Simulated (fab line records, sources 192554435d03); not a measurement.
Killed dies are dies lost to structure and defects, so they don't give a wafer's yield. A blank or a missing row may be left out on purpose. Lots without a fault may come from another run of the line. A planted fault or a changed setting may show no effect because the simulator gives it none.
fab line records | flow n5_finfet
record lots=5 wafers=15 last_day=18
route steps=1938 shown BEOL_M0_SAQP@652 BEOL_M0_CUTY@710 BEOL_M4@1111 PASSIVATION@1936
lots that met no fault: from a run of the same line without faults
start_h: hours from the record's first day to the start of the lot's first wafer shown | wait_h: hours since the lot's step before | " the same as in the row above | L1.1+2: a row that stands for several wafers | - no value, or no start given | * or withheld: withheld | < > ~ a bound
route shown NAME@n: a module of which the file shows steps, and the number in the route of the first | usual: mean/standard deviation of fault-free wafers | same: alike in all rows | chamber/n: place in a boat | sites: the reading at each site | _std_site: their standard deviation | _edge_site: outer sites' mean less inner sites' | radius_mm: how far each site lies from the wafer's centre | mask NAME#n: copy n | behind: the tool/chamber that last shaped the wafer | hold: why the lot was held/for how many hours/how that ended | device: the transistor (n, p or np) that didn't switch | end of line: the same wafers' tests at the end of the route | a step without rows: its recipe alone | killed: dies lost to structure and defects at the first sort, not the wafer's yield | map: a wafer's dies, x killed, . not, _ none there
set.NAME: the setting as run; set.NAME@STEP: as run at that earlier step | model.NAME: the simulator's own value behind a step, which no gauge read
lots at some steps of the route; a table a step, a row a wafer
services: from which hour (start_h, from the record's first day; less than 0 if before it) a tool's chamber was out of use, for how many hours, and why
## steps
# step N5_BEOL_M0_SAQP_DESCUM_19
# recipe chemistry=O2 time_s=7.9 source_power_w=50 bias_power_w=20 pressure_mtorr=20 rf_frequency_hz=2.712e+07 temp_c=40 resist=CAR-ArF o2_flow_sccm=225
# step N5_BEOL_M0_SAQP_ETCH_83
# recipe chemistry=CF4 target=SiARC target_depth_a=390 mask_material=CAR-ArF time_s=65 ion_energy_ev=80 pressure_mtorr=40 source_w=545 bias_w=36 Ar_flow_sccm=100 cf4_flow_sccm=100 ends=cleared
# step N5_BEOL_M0_SAQP_ETCH_84
# recipe chemistry=N2/H2 target=SOC target_depth_a=1000 overetch_a=200 mask_material=SiARC temp_c=40 time_s=150 ion_energy_ev=200 pressure_mtorr=30 source_w=840 bias_w=150 n2_flow_sccm=200 h2_flow_sccm=200
# step N5_BEOL_M0_SAQP_STRIP_80
# recipe chemistry=N2/H2 temp_c=40 n2_flow_sccm=200 h2_flow_sccm=200 rf_frequency_hz=6e+07
# step N5_BEOL_M0_SAQP_HM_OPEN_112
# recipe chemistry=CHF3/O2 target=SiO2 stop_on=a-Si target_depth_a=120 over_etch_frac=1.25 mask_material=SOC time_s=13.5 pressure_mtorr=30 source_w=650 bias_w=170 Ar_flow_sccm=200 CHF3_flow_sccm=50 O2_flow_sccm=5 ion_energy_ev=200 ends=end_point
# step N5_BEOL_M0_SAQP_STRIP_113
# recipe chemistry=CHF3/O2 resist=SiARC rf_frequency_hz=6e+07
# step N5_BEOL_M0_SAQP_MANDREL_ETCH_20
# recipe target_depth_a=600 chemistry=HBr/Cl2 target=a-Si stop_on=SiNx bt_time_s=10 mask_material=SOC over_etch_frac=0.5 time_s=30 pressure_mtorr=10 icp_w=800 bias_w=75 HBr_flow_sccm=150 Cl2_flow_sccm=80 ends=end_point
# step N5_BEOL_M0_SAQP_STRIP_86
# recipe chemistry=N2/H2 power_w=500 temp_c=40 pressure_mtorr=50 rf_frequency_hz=6e+07 overash_fraction=0.3 bias_power_w=28 h2_frac=0.5 n2_flow_sccm=300 h2_flow_sccm=300
# step N5_BEOL_M0_SAQP_STRIP_115
# recipe chemistry=post_etch_residue_remover time_s=60 temp_c=25 remover_ph=withheld remover_water_wt_pct=withheld remover_fluoride_wt_pct=withheld
# step N5_BEOL_M0_SAQP_SRD_93
# recipe dry=ipa_marangoni time_s=30 temp_c=23 rinse_liquid=diw
# step N5_BEOL_M0_SAQP_RECESS_114
# recipe chemistry=HF/NH3 target=SiO2 target_depth_a=144 afs_cycles=3 temp_c=30 sublimation_temp_c=180 sublimation_time_s=60
# usual drypump_motor_current_A=6.0/0.49
# columns lot.wafer tool chamber start_h wait_h drypump_motor_current_A
L195.2 vapor_etch-02 0 138.43 0.0 5.2
L195.3 " 1 " " 6.0
L195.4 " 0 " " 5.2
L200.1 vapor_etch-02 1 158.80 0.0 6.0
L200.3 " 0 " " 5.2
L200.6 " 1 " " 5.9
L201.3 vapor_etch-02 1 163.60 0.1 6.0
L201.4 " 0 " " 5.2
L201.6 " 0 " " 5.2
L203.1 vapor_etch-02 0 178.09 0.0 5.2
L203.3 " 0 " " 5.2
L203.4 " 1 " " 6.0
L215.1 vapor_etch-02 1 248.18 0.0 6.0
L215.3 " 0 " " 5.2
L215.5 " 1 " " 6.0
# step N5_BEOL_M0_SAQP_SPACER1_ALD_98
# recipe material=SiO2 target_thk_a=128 temp_c=300 ald_precursor_family=BDEAS ald_co_reactant=O2-plasma pulse_time_s=1 purge_time_s=2 co_reactant_purge_time_s=2 ald_cycles=138 pressure_torr=2
# step N5_BEOL_M0_SAQP_SPACER1_ETCHBACK_99
# recipe chemistry=CHF3/O2 mode=anisotropic_etchback target=SiO2 target_depth_a=154 time_s=7.7 pressure_mtorr=30 source_w=650 bias_w=170 Ar_flow_sccm=200 CHF3_flow_sccm=50 O2_flow_sccm=5 ion_energy_ev=200
# step N5_BEOL_M0_SAQP_MANDREL1_REMOVE_100
# recipe chemistry=HBr/Cl2/O2 bt_time_s=10 target=a-Si stop_on=SiNx endpoint=OES-SiCl over_etch_frac=0.85 icp_w=600 bias_w=30 HBr_flow_sccm=150 Cl2_flow_sccm=80 O2_flow_sccm=5 pressure_mtorr=10
# step N5_BEOL_M0_SAQP_ETCH_101
# recipe chemistry=CH3F/O2 target=SiNx mask_material=SiO2 target_depth_a=299 time_s=42.7 pressure_mtorr=30 source_w=395 bias_w=73 Ar_flow_sccm=150 CH3F_flow_sccm=30 O2_flow_sccm=20 ion_energy_ev=120
# step N5_BEOL_M0_SAQP_ETCH_102
# recipe chemistry=CF4 target=SiO2 target_depth_a=40 ion_energy_ev=350 time_s=4.4 pressure_mtorr=10 icp_w=800 bias_w=400 cf4_flow_sccm=80
# step N5_BEOL_M0_SAQP_MANDREL_ETCH_103
# recipe chemistry=HBr/Cl2 target=a-Si target_depth_a=450 bt_time_s=10 stop_on=SiCN mask_material=SiO2 over_etch_frac=0.8 time_s=27 pressure_mtorr=10 icp_w=800 bias_w=75 HBr_flow_sccm=150 Cl2_flow_sccm=80 ends=end_point
# step N5_BEOL_M0_SAQP_RECESS_104
# recipe chemistry=HF/NH3 target=SiO2 target_depth_a=180 afs_cycles=3 temp_c=30 sublimation_temp_c=180 sublimation_time_s=60
# step N5_BEOL_M0_SAQP_COAT_105
# recipe resist=SOC temp_c=250 time_s=60 spin_rpm=1500 resist_thk_nm=100
# step N5_BEOL_M0_SAQP_ETCH_106
# recipe chemistry=N2/H2 target=SOC target_depth_a=1500 stop_on=SiNx ion_energy_ev=100 bias_w=61 pressure_mtorr=30 source_w=850 n2_flow_sccm=200 h2_flow_sccm=200
# step N5_BEOL_M0_SAQP_ETCH_107
# recipe chemistry=CH3F/O2 target=SiNx target_depth_a=300 mask_material=SOC pressure_mtorr=30 source_w=395 bias_w=73 Ar_flow_sccm=150 CH3F_flow_sccm=30 O2_flow_sccm=20 ion_energy_ev=120
# step N5_BEOL_M0_SAQP_STRIP_108
# recipe chemistry=N2/H2 power_w=500 temp_c=40 pressure_mtorr=50 rf_frequency_hz=6e+07 overash_fraction=0.3 bias_power_w=28 h2_frac=0.5 n2_flow_sccm=300 h2_flow_sccm=300
# step N5_BEOL_M0_SAQP_RECESS_109
# recipe chemistry=HF/NH3 target=SiO2 target_depth_a=30 afs_cycles=1 temp_c=30 sublimation_temp_c=180 sublimation_time_s=60
# step N5_BEOL_M0_SAQP_SPACER2_ALD_26
# recipe material=SiO2 target_thk_a=150 temp_c=300 ald_precursor_family=BDEAS ald_co_reactant=O2-plasma pulse_time_s=1 purge_time_s=2 co_reactant_purge_time_s=2 pressure_torr=2
# step N5_BEOL_M0_SAQP_SPACER2_ETCHBACK_27
# recipe chemistry=CHF3/O2 mode=anisotropic_etchback target=SiO2 target_depth_a=225 time_s=11.25 pressure_mtorr=30 source_w=650 bias_w=170 Ar_flow_sccm=200 CHF3_flow_sccm=50 O2_flow_sccm=5 ion_energy_ev=200
# step N5_BEOL_M0_SAQP_MANDREL2_REMOVE_110
# recipe chemistry=HBr/Cl2/O2 bt_time_s=10 target=a-Si stop_on=SiCN endpoint=OES-SiCl over_etch_frac=1 icp_w=600 bias_w=30 HBr_flow_sccm=150 Cl2_flow_sccm=80 O2_flow_sccm=5 pressure_mtorr=10
# step N5_BEOL_M0_SAQP_COAT_69
# recipe resist=SOC temp_c=250 time_s=60 spin_rpm=1500 resist_thk_nm=90
# step N5_BEOL_M0_SAQP_COAT_72
# recipe resist=SiARC temp_c=220 time_s=60 spin_rpm=1500 resist_thk_nm=15
# step N5_BEOL_M0_SAQP_COAT_87
# recipe resist=underlayer temp_c=205 time_s=60 spin_rpm=1500 resist_thk_nm=5
# step N5_BEOL_M0_SAQP_COAT_34
# recipe resist=CAR-EUV spin_rpm=1500 resist_thk_nm=30
# step N5_BEOL_M0_SAQP_EBR_36
# recipe solvent=PGMEA ebr_width_mm=1.5
# step N5_BEOL_M0_SAQP_SOFTBAKE_35
# recipe temp_c=110 time_s=60 resist=CAR-EUV
# step N5_BEOL_M0_SAQP_EXPOSE_37
# recipe mask_id=M0_CUT1 na=0.33 source_shape=annular sigma_inner=0.35 sigma_outer=0.8 polarization=unpolarized target_cd_nm=30 dose_mj=44.75
# step N5_BEOL_M0_SAQP_PEB_38
# recipe peb_temp_c=100 peb_time_s=60 resist=CAR-EUV
# step N5_BEOL_M0_SAQP_DEVELOP_39
# recipe develop_time_s=30 developer=TMAH resist=CAR-EUV rinse_liquid=surfactant_rinse dry=air_spin dev_temp_c=23
# step N5_BEOL_M0_SAQP_INSPECT_42
# recipe mode=adi inspect_instrument=brightfield
# usual raw_defect_count=352/99
# columns lot.wafer tool chamber start_h wait_h raw_defect_count
L195.2 defect_inspect-02 - 143.50 0.0 303
L195.3 " - " " 329
L195.4 " - " " 371
L200.1 defect_inspect-01 - 162.80 0.1 1157
L200.3 " - " " 232
L200.6 " - " " 1182
L201.3 defect_inspect-01 - 166.69 0.0 1271
L201.4 " - " " 372
L201.6 " - " " 353
L203.1 defect_inspect-01 - 181.66 0.1 237
L203.3 " - " " 267
L203.4 " - " " 1428
L215.1 defect_inspect-02 - 254.14 0.1 270
L215.3 " - " " 235
L215.5 " - " " 253
# step N5_BEOL_M0_CUTY_INSPECT_59
# recipe mode=adi inspect_instrument=macro
# usual raw_defect_count=2.0/1.4
# columns lot.wafer tool chamber start_h wait_h raw_defect_count
L195.2 defect_inspect-01 - 144.99 0.0 1
L195.3 " - " " 3
L195.4 " - " " 5
L200.1 defect_inspect-02 - 164.26 0.0 >300
L200.3 " - " " 3
L200.6 " - " " >300
L201.3 defect_inspect-01 - 168.12 0.0 >300
L201.4 " - " " 2
L201.6 " - " " 3
L203.1 defect_inspect-01 - 183.20 0.0 0
L203.3 " - " " 0
L203.4 " - " " >300
L215.1 defect_inspect-01 - 255.41 0.0 1
L215.3 " - " " 1
L215.5 " - " " 3
# step N5_BEOL_M4_RC_MEAS_101
# usual DIBL_N=36.3/1.2 DIBL_P=36.3/1.4 IOFF_N=0.157/0.02 IOFF_P=0.22/0.033 ION_N=675/9.6 ION_P=465/8.2 SS_N=71.4/0.45 SS_P=73.3/0.54 VT_N=249.8/2.5 VT_P=-249/3.2
# columns lot.wafer tool chamber start_h wait_h DIBL_N[mV/V] DIBL_P[mV/V] IOFF_N[nA/um] IOFF_P[nA/um] ION_N[uA/um] ION_P[uA/um] SS_N[mV/dec] SS_P[mV/dec] VT_N[mV] VT_P[mV]
L195.2 prober-01 0 215.79 0.2 37.1 35.8 0.157 0.22 678 467 72.0 73.1 252.2 -249
L195.3 " 0 " " 37.9 36.4 0.161 0.22 665 458 71.9 73.6 247.9 -249
L195.4 " 0 " " 36.8 35.4 0.151 0.20 668 456 71.0 72.8 250.5 -250
L201.3 prober-01 0 232.58 0.7 33.2 34.0 0.131 0.19 665 463 71.2 72.3 252.8 -248
L201.4 " 0 " " 33.6 34.4 0.138 0.19 651 457 71.0 72.2 248.5 -247
L201.6 " 0 " " 32.5 34.1 0.128 0.19 668 461 71.4 73.1 250.6 -247
L200.1 prober-01 0 247.92 0.0 37.6 35.5 0.165 0.23 679 464 71.4 73.5 250.5 -247
L200.3 " 0 " " 38.6 37.0 0.182 0.26 688 477 71.7 73.7 249.2 -246
L200.6 " 0 " " 38.0 35.8 0.156 0.22 674 467 71.6 73.5 251.0 -249
L203.1 prober-01 0 263.67 0.0 35.4 35.6 0.138 0.16 668 455 70.9 73.2 249.9 -254
L203.3 " 0 " " 36.7 36.5 0.160 0.18 675 452 71.3 73.6 252.1 -256
L203.4 " 0 " " 36.8 37.3 0.164 0.19 667 452 72.4 72.5 248.0 -254
L215.1 prober-02 0 331.66 0.0 38.1 39.6 0.188 0.30 691 488 71.7 73.6 247.9 -244
L215.3 " 0 " " 35.9 37.1 0.151 0.25 678 478 71.2 72.8 251.6 -247
L215.5 " 0 " " 36.8 37.8 0.161 0.26 681 477 71.3 73.8 248.9 -243
# step N5_PASSIVATION_PROBE_49
# usual defect_limited_yield=91.1/1.4 killed_at_M0_to_M3=33/10 killed_at_M4_up=15/5.8 killed_at_contacts=13/5.9 killed_at_front_end=39/11 killed_at_other=4/3.6 killed_dies=105/16 killed_on_rim=13/3.7 killed_open=68/11 killed_short=34/7.8 sort_bin_5_function=5.2/0.88 sort_bin_6_memory=3.3/0.61 sort_n_pass=1075/16 sort_yield_pct=91.1/1.4
# same gross_dies=1180 killed_at_back_side=0 sort_bin_4_leakage[%]=0 sort_bin_8_speed[%]=0
# columns lot.wafer tool chamber start_h wait_h defect_limited_yield[%] killed_at_M0_to_M3 killed_at_M4_up killed_at_contacts killed_at_front_end killed_at_other killed_dies killed_on_rim killed_open killed_short sort_bin_5_function[%] sort_bin_6_memory[%] sort_n_pass sort_yield_pct[%]
L195.2 prober-01 - 311.13 0.1 90.3 50 12 10 41 1 114 14 76 34 5.1 4.0 1066 90.3
L195.4 prober-01 - 311.23 0.2 89.2 41 15 15 50 6 127 20 80 45 6.8 3.6 1053 89.2
L201.3 prober-02 - 328.45 0.1 85.6 105 7 11 42 5 170 29 59 23 8.1 3.6 1010 85.6
L200.1 prober-02 - 356.35 0.0 85.9 113 5 11 34 3 166 32 51 25 7.8 3.1 1014 85.9
L200.6 prober-02 - 356.60 0.3 85.8 113 6 10 30 9 168 29 55 24 8.4 3.2 1012 85.8
L203.4 prober-02 - 369.58 0.2 88.3 101 5 3 29 0 138 28 29 20 6.8 2.4 1042 88.3
# killed by level:class
L195.2 FIN_SAQP:geometric_particle:open=23 BEOL_M0_SAQP:geometric_particle:short=15 BEOL_M0_SAQP:geometric_particle:open=11 FIN_SAQP:geometric_particle:short=7 BEOL_M2:geometric_particle:open=7 MOL_CONTACT_COAG:geometric_particle:open=6 BEOL_M4:geometric_particle:open=6 BEOL_M1:geometric_particle:open=5
L195.4 STI_FIN_REVEAL:geometric_particle:open=20 MOL_CONTACT_COAG:geometric_particle:open=12 BEOL_M0_SAQP:geometric_particle:short=11 FIN_SAQP:geometric_particle:open=10 FIN_SAQP:geometric_particle:short=8 BEOL_M1:geometric_particle:open=8 BEOL_M0_SAQP:geometric_particle:open=5 BEOL_M2:geometric_particle:open=5
L201.3 BEOL_M0_SAQP:unspecified=86 FIN_SAQP:geometric_particle:open=13 FIN_SAQP:geometric_particle:short=10 MOL_CONTACT_COAG:geometric_particle:open=10 STI_FIN_REVEAL:geometric_particle:open=6 BEOL_M0_SAQP:geometric_particle:open=6 BEOL_M4:geometric_particle:open=5 BEOL_M3:geometric_particle:open=4
L200.1 BEOL_M0_SAQP:unspecified=87 MOL_CONTACT_COAG:geometric_particle:open=8 BEOL_M2:geometric_particle:open=7 FIN_SAQP:geometric_particle:open=6 FIN_SAQP:geometric_particle:short=6 DUMMY_GATE:geometric_particle:open=5 BEOL_M0_SAQP:geometric_particle:short=4 BEOL_M1:geometric_particle:open=4
L200.6 BEOL_M0_SAQP:unspecified=86 MOL_CONTACT_COAG:geometric_particle:open=8 BEOL_M2:geometric_particle:open=8 FIN_SAQP:geometric_particle:short=6 FIN_SAQP:geometric_particle:open=6 STI_FIN_REVEAL:geometric_particle:open=6 BEOL_M3:geometric_particle:open=6 BEOL_M1:geometric_particle:open=5
L203.4 BEOL_M0_SAQP:unspecified=87 STI_FIN_REVEAL:geometric_particle:open=6 FIN_SAQP:geometric_particle:open=5 STARTING-WAFER:geometric_particle:short=5 BEOL_M2:geometric_particle:open=4 BEOL_M0_SAQP:geometric_particle:short=3 STI_FIN_REVEAL:geometric_particle:short=2 BEOL_M0_SAQP:geometric_particle:open=2
# map L200.6 (x killed, . not)
_________________......xxxxxx________________
______________.....x....xxxxxxxx_____________
___________.......x.x.xxxxxxxxxxxxx__________
__________.....x.........xxxxxxxxxxx_________
________..x...x...x...xxxxxxxxxxxxxxx._______
_______.................x.xxxxxxxxxxx..______
______...................xxx.xxxxx..x..._____
_____.xx..............x....x.x.xxxxxx....____
____x.........x........x.x.....x..........___
___......x..................x.x.x.......xx.__
___..x...........................x.........__
__.............x.....x......................_
__...x...x.....x.....x..................x..._
_x......x..................................x.
_.x.........................x................
_.....x...............x.........x.x..........
_.....x........................x.............
_...................................xx.......
_.............x.............x..x.....xx......
_..x.......................x.................
_....x...........x.....x.....................
__............x.......x......x.............._
__.x....x......................x.......x...._
___...........x....x..x.xx........x........__
___......................x.................__
____......................................___
_____.x.....x..................x.........____
______................x..xx..xx........._____
_______..x.......................x...x.______
________......x...............x......x_______
__________..x......x...........x...._________
___________...x........x...........__________
______________.................._____________
_________________............________________
# map L201.3 (x killed, . not)
_________________......xxxxxx________________
______________...x.....xxxxxxxxx_____________
___________.........x..xxxxxxxxxxxx__________
__________..............xxxxxxxxxxxx_________
________...........x.....xxxxxxxxxxxxx_______
_______......x...........xxxxxxxxxxxx..______
______...................xxxxxxxxxx..x.._____
_____...........x....x.xxx.xxxxxxxxxx....____
____.............x.........x...xxx.x......___
___.......................x.....xx...x.....__
___.....................................x.x__
__.........................................._
__......x.x.x................x........x....._
_..................................x.........
_x............................x..............
_x........x..........................x......x
_..xx......x............x.x.xx....x...x......
_................x.......x...................
_.....x....x..x.............x................
_.............x...x.......x..................
_...x.....x........x..x............x.........
__..................xxx.......x............._
__.......x.................................x_
___.......x..................x.............__
___............x.x.........................__
____.x.............x.........x............___
_____....................................____
______............x.x..................._____
_______....xx.....x.............x.xxx..______
________........x....................._______
__________..........x.........x.x..x_________
___________x.......................__________
______________................x._____________
_________________............________________
## services
# columns tool chamber start_h hours kind
vapor_etch-02 - 115.18 0.1 repair
vapor_etch-02 - 200.01 0.4 repair
vapor_etch-02 - 212.12 0.4 repair
## key
first_sign step=N5_BEOL_M0_SAQP_INSPECT_42 reading=raw_defect_count direction=up sigmas=9.2 usual=352 struck=1260
effect step=N5_BEOL_M0_CUTY_INSPECT_59 reading=raw_defect_count direction=up sigmas=99+ usual=2.0 struck=>300
effect step=N5_PASSIVATION_PROBE_49 reading=killed_at_M0_to_M3 direction=up sigmas=7.4 usual=33 struck=108
more_kills_born_at N5_BEOL_M0_SAQP_RECESS_114@vapor_etch-02=346
met_at N5_BEOL_M0_SAQP_RECESS_114
struck_wafers L200.1,L200.6,L201.3,L203.4
onset_between 138.43 158.80
fault kind=chamber_particle_source tool=vapor_etch-02 chamber=1 onset_h=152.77 steps=N5_BEOL_M0_SAQP_RECESS_114 rate_per_visit_cm2=1.4521 end_h=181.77
